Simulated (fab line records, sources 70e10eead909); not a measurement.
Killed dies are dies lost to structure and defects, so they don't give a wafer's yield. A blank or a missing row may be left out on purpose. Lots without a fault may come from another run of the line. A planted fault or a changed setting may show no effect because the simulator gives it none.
fab line records | flow nand_harc
record lots=6 wafers=18 last_day=33
route steps=1302 shown A_SGD_CUT@894 A_SLIT@922 END@1302
lots that met no fault: from a run of the same line without faults
start_h: hours from the record's first day to the start of the lot's first wafer shown | wait_h: hours since the lot's step before | " the same as in the row above | L1.1+2: a row that stands for several wafers | - no value, or no start given | * or withheld: withheld | < > ~ a bound
route shown NAME@n: a module of which the file shows steps, and the number in the route of the first | usual: mean/standard deviation of fault-free wafers | same: alike in all rows | chamber/n: place in a boat | sites: the reading at each site | _std_site: their standard deviation | _edge_site: outer sites' mean less inner sites' | radius_mm: how far each site lies from the wafer's centre | mask NAME#n: copy n | behind: the tool/chamber that last shaped the wafer | hold: why the lot was held/for how many hours/how that ended | device: the transistor (n, p or np) that didn't switch | end of line: the same wafers' tests at the end of the route | a step without rows: its recipe alone | killed: dies lost to structure and defects at the first sort, not the wafer's yield | map: a wafer's dies, x killed, . not, _ none there
set.NAME: the setting as run; set.NAME@STEP: as run at that earlier step | model.NAME: the simulator's own value behind a step, which no gauge read
lots at some steps of the route; a table a step, a row a wafer
services: from which hour (start_h, from the record's first day; less than 0 if before it) a tool's chamber was out of use, for how many hours, and why
## steps
# step NHARC_A_SGD_CUT_COAT_57
# recipe temp_c=225 time_s=65
# step NHARC_A_SGD_CUT_COAT_03
# recipe spin_rpm=1500 resist_thk_nm=90
# step NHARC_A_SGD_CUT_SOFTBAKE_04
# recipe temp_c=105 time_s=55
# step NHARC_A_SGD_CUT_EBR_05
# step NHARC_A_SGD_CUT_EXPOSE_06
# recipe na=1.35 dose_mj=85.59 mask_id=SGD
# step NHARC_A_SGD_CUT_PEB_07
# recipe peb_temp_c=100 peb_time_s=65
# step NHARC_A_SGD_CUT_DEVELOP_08
# recipe develop_time_s=35 dev_temp_c=23
# step NHARC_A_SGD_CUT_CD_MEAS_09
# recipe target_cd_nm=100 landing_energy_ev=500
# usual cd_nm=100.4/0.58
# columns lot.wafer tool chamber start_h wait_h cd_nm
L843.2 cd_sem-03 0 429.46 - 101.2
L843.3 " 0 " " 100.7
L843.4 " 0 " " 101.1
L847.1 cd_sem-03 0 485.79 - 99.7
L847.2 " 0 " " 100.3
L847.4 " 0 " " 99.3
L856.1 cd_sem-02 0 595.51 - 101.2
L856.4 " 0 " " 100.4
L856.6 " 0 " " 100.4
L859.2 cd_sem-03 0 597.47 - 100.2
L859.5 " 0 " " 100.6
L859.6 " 0 " " 100.7
L864.2 cd_sem-01 0 657.95 - 101.2
L864.3 " 0 " " 100.6
L864.4 " 0 " " 100.5
L865.2 cd_sem-02 0 664.53 - 101.0
L865.3 " 0 " " 100.8
L865.6 " 0 " " 100.7
# step NHARC_A_SGD_CUT_OVL_MEAS_10
# usual overlay_x_nm=0.1/0.95 overlay_y_nm=-0.2/0.81
# columns lot.wafer tool chamber start_h wait_h overlay_x_nm overlay_y_nm
L843.2 overlay-01 - 429.54 - 1.3 -0.5
L843.3 " - " " 1.0 -1.0
L843.4 " - " " 1.0 0.1
L847.1 overlay-02 - 485.87 - 0.8 -0.3
L847.2 " - " " 0.9 -0.1
L847.4 " - " " 1.0 0.1
L856.1 overlay-02 - 595.59 - -0.6 -1.1
L856.4 " - " " -0.7 -0.9
L856.6 " - " " -0.7 -0.2
L859.2 overlay-02 - 597.55 - -1.6 -2.0
L859.5 " - " " -1.2 -1.2
L859.6 " - " " -1.4 -1.7
L864.2 overlay-02 - 658.04 - -0.9 -0.5
L864.3 " - " " -0.6 -0.1
L864.4 " - " " -0.9 -0.5
L865.2 overlay-02 - 664.62 - 1.0 0.4
L865.3 " - " " 1.0 0.1
L865.6 " - " " 1.3 0.3
# step NHARC_A_SGD_CUT_INSPECT_11
# usual raw_defect_count=59/26
# columns lot.wafer tool chamber start_h wait_h raw_defect_count
L843.2 defect_inspect-01 - 429.58 0.0 65
L843.3 " - " " 76
L843.4 " - " " 67
L847.1 defect_inspect-02 - 485.91 0.0 61
L847.2 " - " " 54
L847.4 " - " " 69
L856.1 defect_inspect-01 - 595.63 0.0 53
L856.4 " - " " 41
L856.6 " - " " 46
L859.2 defect_inspect-02 - 597.59 0.0 57
L859.5 " - " " 53
L859.6 " - " " 51
L864.2 defect_inspect-02 - 658.07 0.0 10
L864.3 " - " " 15
L864.4 " - " " 13
L865.2 defect_inspect-02 - 664.65 0.0 7
L865.3 " - " " 8
L865.6 " - " " 5
# step NHARC_A_SGD_CUT_DESCUM_14
# recipe time_s=3 o2_flow_sccm=200 ar_flow_sccm=0 bias_power_w=0 chemistry=O2
# step NHARC_A_SGD_CUT_ETCH_58
# recipe target_depth_a=390 over_etch_frac=0.3 time_s=65 ion_energy_ev=80 cf4_flow_sccm=150 ar_flow_sccm=0 rf_w=300 bias_w=100 chemistry=CF4
# usual cf4_flow_sccm=150.1/0.46 drypump_motor_current_A=5.9/0.39 oes_product_au=1.005/0.0095 rf_vpp_V=151.4/1.1 showerhead_plenum_p_Torr=1.78/0.073 throttle_valve_pct=13.284/0.0093
# columns lot.wafer tool chamber start_h wait_h cf4_flow_sccm drypump_motor_current_A oes_product_au rf_hours_counter_h rf_vpp_V showerhead_plenum_p_Torr throttle_valve_pct
L843.3 rie_diel-06 2 429.72 0.1 150.0 6.8 1.011 7 152.3 1.77 13.275
L843.4 " 3 " " 150.2 6.1 1.012 7 152.1 1.82 13.282
L843.2 " 1 " " 148.7 5.5 0.989 7 152.9 1.84 13.285
L847.1 rie_diel-10 3 486.06 0.1 150.1 5.9 1.011 2 152.4 1.80 13.270
L847.2 " 0 " " 150.4 5.3 1.011 2 152.9 1.86 13.285
L847.4 " 1 " " 149.2 6.2 1.002 3 151.9 1.80 13.265
L856.4 rie_diel-06 3 595.78 0.1 150.1 6.1 1.003 6 151.6 1.82 13.285
L856.1 " 0 " " 150.6 5.7 1.002 7 150.4 1.79 13.281
L856.6 " 0 " " 150.8 5.7 1.008 - 151.9 1.79 13.282
L859.2 rie_diel-06 2 597.74 0.1 149.7 6.7 0.999 7 151.7 1.76 13.279
L859.5 " 2 " " 149.6 6.7 1.007 - 152.4 1.76 13.302
L859.6 " 3 " " 149.9 6.1 1.026 - 152.1 1.82 13.283
L864.2 rie_diel-06 2 658.22 0.1 150.0 6.7 0.995 9 152.1 1.76 13.283
L864.3 " 3 " " 149.8 6.1 1.004 10 151.6 1.82 13.288
L864.4 " 1 " " 150.1 5.5 0.990 9 152.6 1.84 13.278
L865.2 rie_diel-10 3 664.80 0.1 150.0 5.9 0.989 3 151.1 1.80 13.284
L865.3 " 2 " " 150.3 5.9 0.998 4 150.1 1.66 13.284
L865.6 " 3 " " 150.5 5.9 0.995 - 151.4 1.80 13.286
# step NHARC_A_SGD_CUT_ETCH_59
# recipe target_depth_a=2600 over_etch_frac=0.25 time_s=406.25 ion_energy_ev=200 n2_flow_sccm=150 h2_flow_sccm=150 ar_flow_sccm=0 rf_w=400 bias_w=150 chemistry=N2/H2
# usual drypump_motor_current_A=5.9/0.38 oes_product_au=1.004/0.0084 rf_vpp_V=430.6/2.7 showerhead_plenum_p_Torr=2.05/0.093 throttle_valve_pct=14.171/0.0095
# columns lot.wafer tool chamber start_h wait_h drypump_motor_current_A oes_product_au rf_hours_counter_h rf_vpp_V showerhead_plenum_p_Torr throttle_valve_pct
L843.2 rie_diel-06 3 429.81 - 6.1 1.018 7 433.0 2.11 14.176
L843.3 " 0 " " 5.7 1.002 7 430.6 2.07 14.169
L843.4 " 2 " " 6.7 1.014 7 431.6 2.04 14.158
L847.4 rie_diel-10 3 486.18 - 5.9 1.004 2 431.8 2.09 14.162
L847.2 " 0 " " 5.3 1.013 2 432.3 2.16 14.181
L847.1 " 1 " " 6.2 1.016 3 430.7 2.08 14.179
L856.4 rie_diel-06 3 595.90 - 6.1 1.005 7 432.8 2.10 14.167
L856.1 " 0 " " 5.7 1.024 7 431.0 2.07 14.165
L856.6 " 3 " " 6.1 1.008 - 432.7 2.10 14.170
L859.2 rie_diel-06 3 597.86 - 6.1 1.009 7 432.6 2.10 14.182
L859.6 " 2 " " 6.7 1.001 - 431.1 2.03 14.173
L859.5 " 3 " " 6.1 1.012 - 432.4 2.10 14.163
L864.2 rie_diel-06 3 658.31 - 6.1 1.009 10 432.4 2.10 14.153
L864.4 " 1 " " 5.6 0.989 9 434.3 2.13 14.189
L864.3 " 2 " " 6.8 1.005 10 429.9 2.03 14.167
L865.2 rie_diel-10 0 664.89 - 5.3 0.999 4 434.5 2.16 14.177
L865.3 " 3 " " 5.9 0.995 3 430.3 2.08 14.194
L865.6 " 1 " " 6.2 1.002 - 431.4 2.08 14.162
# step NHARC_A_SGD_CUT_ETCH_15
# recipe target_depth_a=750 time_s=64.3 ch3f_flow_sccm=50 o2_flow_sccm=30 ar_flow_sccm=200 rf_w=500 bias_w=100 chemistry=CH3F/O2
# usual drypump_motor_current_A=6.0/0.4 oes_product_au=0.962/0.018 rf_vpp_V=264.0/1.8 showerhead_plenum_p_Torr=2.47/0.1 throttle_valve_pct=20.663/0.0086
# columns lot.wafer tool chamber start_h wait_h drypump_motor_current_A oes_product_au rf_hours_counter_h rf_vpp_V showerhead_plenum_p_Torr throttle_valve_pct
L843.2 rie_diel-06 3 - - 6.1 0.988 7 265.3 2.53 20.667
L843.4 " 0 " " 5.7 0.986 7 265.1 2.50 20.655
L843.3 " 1 " " 5.5 0.943 8 265.0 2.56 20.676
L847.2 rie_diel-10 2 - - 6.0 0.977 3 261.1 2.31 20.673
L847.4 " 0 " " 5.3 0.960 3 267.1 2.60 20.670
L847.1 " 1 " " 6.3 0.986 3 263.9 2.51 20.660
L856.1 rie_diel-06 2 - - 6.7 0.946 6 263.4 2.45 20.665
L856.4 " 0 " " 5.7 0.932 7 264.5 2.49 20.643
L856.6 " 3 " " 6.1 0.948 - 265.5 2.53 20.652
L859.2 rie_diel-06 1 - - 5.5 0.964 7 265.5 2.56 20.659
L859.5 " 1 " " 5.5 0.968 - 264.7 2.56 20.662
L859.6 " 2 " " 6.7 0.956 - 264.3 2.45 20.659
L864.3 rie_diel-06 2 - - 6.8 0.969 10 264.6 2.45 20.652
L864.2 " 0 " " 5.7 0.990 10 262.7 2.49 20.652
L864.4 " 1 " " 5.5 0.952 10 264.3 2.56 20.652
L865.3 rie_diel-10 1 - - 6.2 0.961 4 265.4 2.50 20.662
L865.2 " 2 " " 6.0 0.959 4 259.9 2.31 20.658
L865.6 " 0 " " 5.3 0.978 - 264.4 2.59 20.670
# step NHARC_A_SGD_CUT_ETCH_16
# recipe target_depth_a=3105 time_s=155.2 c4f8_flow_sccm=withheld o2_flow_sccm=8 ar_flow_sccm=withheld rf_w=600 bias_w=800 chemistry=C4F8/O2/Ar
# usual oes_product_au=0.974/0.018 rf_vpp_V=723/4.5
# columns lot.wafer tool chamber start_h wait_h oes_product_au rf_hours_counter_h rf_vpp_V
L843.2 rie_diel-06 2 - - 0.975 7 724
L843.3 " 0 " " 0.983 7 724
L843.4 " 1 " " 0.952 8 726
L847.2 rie_diel-10 1 - - 1.001 3 724
L847.4 " 2 " " 0.989 3 716
L847.1 " 3 " " 0.987 3 727
L856.1 rie_diel-06 3 - - 0.967 7 725
L856.4 " 1 " " 0.929 7 728
L856.6 " 3 " " 0.975 - 728
L859.2 rie_diel-06 2 - - 0.985 7 723
L859.5 " 3 " " 0.981 - 726
L859.6 " 0 " " 0.994 - 725
L864.2 rie_diel-06 0 - - 0.992 10 725
L864.3 " 1 " " 0.951 10 728
L864.4 " 3 " " 0.985 10 727
L865.3 rie_diel-10 3 - - 0.989 3 725
L865.2 " 0 " " 0.999 4 728
L865.6 " 1 " " 0.981 - 726
# step NHARC_A_SGD_CUT_STRIP_60
# recipe c4f8_flow_sccm=withheld o2_flow_sccm=8 ar_flow_sccm=withheld bias_w=0 chemistry=C4F8/O2/Ar
# step NHARC_A_SGD_CUT_STRIP_17
# recipe o2_flow_sccm=500 ar_flow_sccm=0 bias_w=0 chemistry=O2
# usual drypump_motor_current_A=5.9/0.39 oes_product_au=1.003/0.0094 rf_vpp_V=57.8/0.96 showerhead_plenum_p_Torr=3.55/0.14 throttle_valve_pct=17.036/0.0088
# columns lot.wafer tool chamber start_h wait_h drypump_motor_current_A oes_product_au rf_hours_counter_h rf_vpp_V showerhead_plenum_p_Torr throttle_valve_pct
L843.2 rie_diel-06 0 - - 5.7 1.001 8 58.7 3.58 17.024
L843.4 " 1 " " 5.5 0.991 8 58.6 3.68 17.035
L843.3 " 3 " " 6.1 1.014 7 58.5 3.63 17.035
L847.2 rie_diel-10 3 - - 5.9 1.002 3 58.5 3.60 17.040
L847.1 " 0 " " 5.3 1.013 3 57.7 3.72 17.042
L847.4 " 1 " " 6.2 1.010 3 59.1 3.59 17.042
L856.4 rie_diel-06 3 - - 6.1 1.009 7 58.5 3.63 17.025
L856.1 " 1 " " 5.6 0.996 7 58.5 3.67 17.055
L856.6 " 3 " " 6.1 1.010 - 57.8 3.63 17.047
L859.2 rie_diel-06 3 - - 6.1 1.013 7 57.1 3.63 17.049
L859.6 " 3 " " 6.1 1.007 - 58.7 3.63 17.051
L859.5 " 0 " " 5.8 1.021 - 57.3 3.58 17.035
L864.2 rie_diel-06 0 - - 5.7 1.007 10 56.9 3.58 17.028
L864.3 " 1 " " 5.6 0.984 10 58.4 3.67 17.044
L864.4 " 2 " " 6.7 1.001 10 57.0 3.52 17.038
L865.2 rie_diel-10 1 - - 6.3 1.011 5 58.8 3.59 17.043
L865.3 " 2 " " 6.0 1.009 4 57.3 3.32 17.030
L865.6 " 1 " " 6.2 1.009 - 59.9 3.59 17.024
# step NHARC_A_SGD_CUT_PRECLEAN_18
# recipe time_s=* temp_c=50 bath_age_min=0 chemistry=SC1
# step NHARC_A_SGD_CUT_SRD_19
# step NHARC_A_SGD_CUT_DEP_20
# recipe target_thk_a=1500 temp_c=65 material=SiO2
# step NHARC_A_SGD_CUT_ANNEAL_27
# recipe temp_c=450 time_s=1800
# step NHARC_A_SGD_CUT_CMP_21
# recipe target_thk_nm=148.19
# step NHARC_A_SGD_CUT_THK_MEAS_22
# recipe thk_meas_gauge=ellipsometry
# usual thk_nm=147.4/1.4
# columns lot.wafer tool chamber start_h wait_h thk_nm
L843.2 film_metro-02 - 436.86 0.2 145.7
L843.3 " - " " 145.7
L843.4 " - " " 148.9
L847.1 film_metro-01 - 493.44 0.2 147.1
L847.2 " - " " 148.8
L847.4 " - " " 148.3
L856.1 film_metro-02 - 602.07 0.2 145.1
L856.4 " - " " 144.4
L856.6 " - " " 145.5
L859.2 film_metro-01 - 602.22 0.2 146.5
L859.5 " - " " 146.3
L859.6 " - " " 146.9
L864.2 film_metro-02 - 663.53 0.2 149.5
L864.3 " - " " 148.1
L864.4 " - " " 149.3
L865.2 film_metro-02 - 670.73 0.2 147.9
L865.3 " - " " 148.1
L865.6 " - " " 146.5
# step NHARC_A_SGD_CUT_SRD_23
# step NHARC_A_SGD_CUT_ETCH_26
# recipe target_depth_a=458 chemistry=dHF material=SiO2
# step NHARC_A_SGD_CUT_ETCHBACK_24
# recipe target_depth_a=500 over_etch_frac=0.3 time_s=92.857 ion_energy_ev=120 ch3f_flow_sccm=50 o2_flow_sccm=30 ar_flow_sccm=200 rf_w=500 bias_w=100 chemistry=CH3F/O2
# step NHARC_A_SGD_CUT_STRIP_28
# recipe time_s=20 o2_flow_sccm=500 ar_flow_sccm=0 bias_w=0 chemistry=O2
# step NHARC_A_SLIT_DEP_25
# recipe target_thk_a=2000 temp_c=400 pressure_torr=6.5 rf_w=900 teos_flow_sccm=161.4 flow_sccm=2650 target_thk_nm=200 gas=O2 material=SiO2
# usual heater_power_w=550/110 throttle_valve_pct=16.2/0.39
# columns lot.wafer tool chamber start_h wait_h heater_power_w since_wet_clean_h throttle_valve_pct
L843.2 pecvd-04 2 437.44 0.1 552 148 16.6
L843.3 " 0 " " 618 148 15.5
L843.4 " 1 " " 641 - 17.0
L847.1 pecvd-03 1 493.97 0.1 557 114 16.1
L847.2 " 0 " " 366 115 16.4
L847.4 " 1 " " 558 - 16.3
L856.1 pecvd-01 2 603.16 0.2 371 98 16.1
L856.4 " 1 " " 604 - 16.3
L856.6 " 2 " " 373 - 16.3
L859.2 pecvd-04 2 603.18 0.4 535 133 16.9
L859.6 " 0 " " 607 - 15.9
L859.5 " 1 " " 624 - 16.6
L864.3 pecvd-03 0 664.19 0.1 397 104 15.7
L864.2 " 1 " " 522 104 16.3
L864.4 " 1 " " 543 - 16.2
L865.2 pecvd-04 1 671.36 0.1 701 20 16.2
L865.3 " 0 " " 539 - 15.9
L865.6 " 1 " " 717 - 16.1
# step NHARC_A_SLIT_DEP_00
# recipe target_thk_a=62000 temp_c=400 material=aC
# step NHARC_A_SLIT_DEP_23
# recipe target_thk_a=1000 target_thk_nm=100 temp_c=400 pressure_torr=3.5 flow_sccm=200 rf_w=350 material=SiON
# step NHARC_A_SLIT_DEHYDRATE_01
# recipe temp_c=150 time_s=120
# step NHARC_A_SLIT_HMDS_02
# recipe time_s=30
# step NHARC_A_SLIT_COAT_03
# recipe spin_rpm=1500 resist_thk_nm=90
# step NHARC_A_SLIT_SOFTBAKE_04
# recipe temp_c=105 time_s=55
# step NHARC_A_SLIT_EBR_05
# step NHARC_A_SLIT_EXPOSE_06
# recipe na=1.35 dose_mj=60.82 mask_id=SLIT
# step NHARC_A_SLIT_PEB_07
# recipe peb_temp_c=100 peb_time_s=65
# step NHARC_A_SLIT_DEVELOP_08
# recipe develop_time_s=35 dev_temp_c=23
# step NHARC_A_SLIT_CD_MEAS_09
# recipe target_cd_nm=300 landing_energy_ev=500
# usual cd_nm=300.0/0.53
# columns lot.wafer tool chamber start_h wait_h cd_nm
L843.2 cd_sem-02 0 444.93 - 299.0
L843.3 " 0 " " 299.6
L843.4 " 0 " " 299.8
L847.1 cd_sem-01 0 503.08 - 300.5
L847.2 " 0 " " 299.5
L847.4 " 0 " " 300.2
L859.2 cd_sem-02 0 607.98 - 301.2
L859.5 " 0 " " 300.2
L859.6 " 0 " " 300.8
L856.1 cd_sem-03 0 611.12 - 301.2
L856.4 " 0 " " 300.5
L856.6 " 0 " " 300.7
L864.2 cd_sem-02 0 672.92 - 299.8
L864.3 " 0 " " 300.1
L864.4 " 0 " " 298.6
L865.2 cd_sem-01 0 680.69 - 300.5
L865.3 " 0 " " 299.6
L865.6 " 0 " " 300.2
# step NHARC_A_SLIT_OVL_MEAS_10
# usual overlay_x_nm=0.0/0.76 overlay_y_nm=0.0/0.59
# columns lot.wafer tool chamber start_h wait_h overlay_x_nm overlay_y_nm
L843.2 overlay-01 - 445.02 - -0.4 -0.1
L843.3 " - " " -0.1 0.5
L843.4 " - " " 0.1 0.2
L847.1 overlay-02 - 503.17 - -0.2 -0.2
L847.2 " - " " -0.9 0.3
L847.4 " - " " -0.6 0.1
L859.2 overlay-02 - 608.07 - 0.4 -0.5
L859.5 " - " " 0.3 -0.6
L859.6 " - " " 0.7 -0.7
L856.1 overlay-02 - 611.21 - 1.0 0.2
L856.4 " - " " 0.8 0.1
L856.6 " - " " 0.7 0.5
L864.2 overlay-01 - 673.01 - 0.6 -0.7
L864.3 " - " " 0.3 -0.2
L864.4 " - " " -0.3 -0.1
L865.2 overlay-02 - 680.77 - -0.4 -0.8
L865.3 " - " " -0.1 -0.9
L865.6 " - " " 0.2 -0.4
# step NHARC_END_SORT_01
# recipe temp_c=25
# usual killed_at_array=62/15 killed_at_other=0.8/1 killed_at_periphery=3.7/2.6 killed_dies=66/15 killed_open=3.1/1.8 killed_short=2.6/1.7
# same gross_dies=677
# columns lot.wafer tool chamber start_h wait_h killed_at_array killed_at_other killed_at_periphery killed_dies killed_open killed_short
L859.2 prober-02 0 728.64 2.8 123 0 3 126 4 1
L859.5 prober-02 0 731.04 3.7 136 0 4 140 5 4
L859.6 prober-02 0 731.84 4.0 139 0 6 145 4 3
L856.1 prober-01 0 732.65 2.5 113 1 3 117 0 2
L856.4 prober-01 0 735.03 3.4 125 0 6 131 2 1
L856.6 prober-01 0 736.63 4.0 141 1 2 144 1 0
# killed by level:class
L859.2 A_SGD_CUT:unspecified=79 A_CHANNEL_HOLE_D1:chamber_film_flake=27 A_CONTACT:chamber_film_flake=5 A_ZERO_WELL:chamber_film_flake=2 A_SLIT:chamber_film_flake=2 A_STAIRCASE:chamber_film_flake=2 A_M1:chamber_film_flake=2 P_CONTACT:geometric_particle:open=1
L859.5 A_SGD_CUT:unspecified=84 A_CHANNEL_HOLE_D1:chamber_film_flake=29 A_CONTACT:chamber_film_flake=8 A_ZERO_WELL:chamber_film_flake=3 A_STAIRCASE:chamber_film_flake=2 A_WL_FILL:chamber_film_flake=2 P_GATE:geometric_particle:open=1 P_CONTACT:geometric_particle:short=1
L859.6 A_SGD_CUT:unspecified=87 A_CHANNEL_HOLE_D1:chamber_film_flake=26 A_SLIT:chamber_film_flake=8 A_STAIRCASE:chamber_film_flake=4 P_M0:geometric_particle:open=2 A_WL_FILL:geometric_particle:short=2 A_M1:chamber_film_flake=2 A_DECK1_JOINT:chamber_film_flake=2
L856.1 A_SGD_CUT:unspecified=50 A_SLIT:chamber_film_flake=20 A_CHANNEL_HOLE_D2:chamber_film_flake=16 A_CHANNEL_HOLE_D1:chamber_film_flake=9 A_STAIRCASE:chamber_film_flake=7 A_CONTACT:chamber_film_flake=5 P_BONDPAD:chamber_film_flake=2 A_CHANNEL_FILL_D2:chamber_film_flake=2
L856.4 A_SGD_CUT:unspecified=77 A_SLIT:chamber_film_flake=23 A_CHANNEL_HOLE_D2:chamber_film_flake=13 P_BONDPAD:chamber_film_flake=4 A_CHANNEL_HOLE_D1:chamber_film_flake=4 A_CONTACT:chamber_film_flake=4 A_STAIRCASE:chamber_film_flake=2 P_GATE:geometric_particle:short=1
L856.6 A_SGD_CUT:unspecified=88 A_SLIT:chamber_film_flake=25 A_CHANNEL_HOLE_D2:chamber_film_flake=16 A_CHANNEL_HOLE_D1:chamber_film_flake=7 A_CONTACT:chamber_film_flake=3 P_GATE:geometric_particle:open=1 P_BONDPAD:chamber_film_flake=1 A_DECK1_JOINT:chamber_film_flake=1
# map L856.6 (x killed, . not)
____________.____________
_________......._________
_______..........._______
______.............______
_____..............._____
____...............x.____
____..............xx.____
___................x..___
___.............xxxx.x___
__.............xxxxxxx.__
__.............xxxxxxxx__
_............xx.xxxxx.x._
_..............xxxxxxxx._
_............xxxxxxxxx.._
_.............xxxxxxxx.._
_..............xxxxxxx.._
...............xxxxxxxx..
...............xxxxxx....
...............xxxxx.....
...............xxxxxx....
..................xx.....
_...............x..x...._
_......................._
_...............x......._
_...............x......._
_.............x.x.x....._
__.............xxxxx...__
__.x.........xxxxxx...x__
___..........xxxxxxxx.___
___...........xxxxx.x.___
____...........xxxxx.____
____.........x.xx.x..____
_____.........x.xxxx_____
______..........xxx______
_______........x.x_______
_________......._________
____________.____________
# map L859.6 (x killed, . not)
____________.____________
_________......._________
_______.....x....._______
______.............______
_____..............._____
____.................____
____.................____
___x................x.___
___....x..............___
__................x....__
__...x.................__
_.xx.xx.......xx.x......_
_xx.x......x..x.x......._
_xxx.x..x...xxxx....x..._
_.xxxx..x.xxxxxx.x......_
_.x.x....xxxxxxx........_
xxx.x....xxxxxxx..x......
.xxxxx.xxxxxxxxx.........
.x.xxx.x.xxxxxxxxx.......
.xx....xxxxxxxxxx........
.x......xxxxxxxx.........
_x.x......xxxxxxx....x.._
_.........xxxxxx........_
_........xxx.xx........._
_.........x..x...x...x.._
_...x..x....xx.........._
__......x..............__
__.....................__
___........x........x.___
___...................___
____.................____
____........x........____
_____..............._____
______.............______
_______..........._______
_________......._________
____________x____________
## services
# columns tool chamber start_h hours kind
rie_diel-10 3 407.62 7.8 repair
pecvd-03 - 419.24 0.4 repair
rie_diel-10 - 419.51 9.0 pm
pecvd-01 0 435.80 5.0 repair
rie_diel-06 1 451.69 8.4 repair
pecvd-01 - 453.75 2.0 repair
pecvd-04 - 457.10 13.0 pm
rie_diel-06 3 464.83 13.2 repair
rie_diel-06 - 484.20 9.0 pm
rie_diel-10 - 506.45 0.1 repair
pecvd-03 - 510.30 13.2 repair
rie_diel-10 3 534.67 4.1 repair
rie_diel-10 2 538.61 5.5 repair
pecvd-03 - 547.56 13.0 pm
rie_diel-10 1 562.81 3.9 repair
rie_diel-10 - 582.01 0.2 repair
rie_diel-10 1 583.64 6.0 repair
rie_diel-10 - 596.51 9.0 pm
pecvd-03 2 598.88 3.7 repair
rie_diel-06 - 605.15 0.4 repair
rie_diel-06 0 626.52 5.6 repair
pecvd-04 - 638.13 13.0 pm
rie_diel-06 - 661.20 9.0 pm
pecvd-04 2 670.94 4.8 repair
## key
first_sign step=NHARC_END_SORT_01 reading=killed_at_array direction=up sigmas=4.4 usual=62 struck=130
effect step=NHARC_END_SORT_01 reading=killed_dies direction=up sigmas=4.4 usual=66 struck=134
more_kills_born_at NHARC_A_SGD_CUT_ETCH_59@rie_diel-06=465
met_at NHARC_A_SGD_CUT_ETCH_59
struck_wafers L856.1,L856.4,L856.6,L859.2,L859.5,L859.6
tester_left_out L856,L859
onset_between 429.81 595.90
fault kind=chamber_particle_source tool=rie_diel-06 chamber=- onset_h=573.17 steps=NHARC_A_SGD_CUT_ETCH_59 rate_per_visit_cm2=0.78568 end_h=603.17
# tester_left_out: of these lots the tester's yield and bins aren't shown, on N5 and GAA mostly nor the transistor test; their killed dies are dies lost to structure and defects alone, not to doping, threshold or leakage, so they don't give the yield
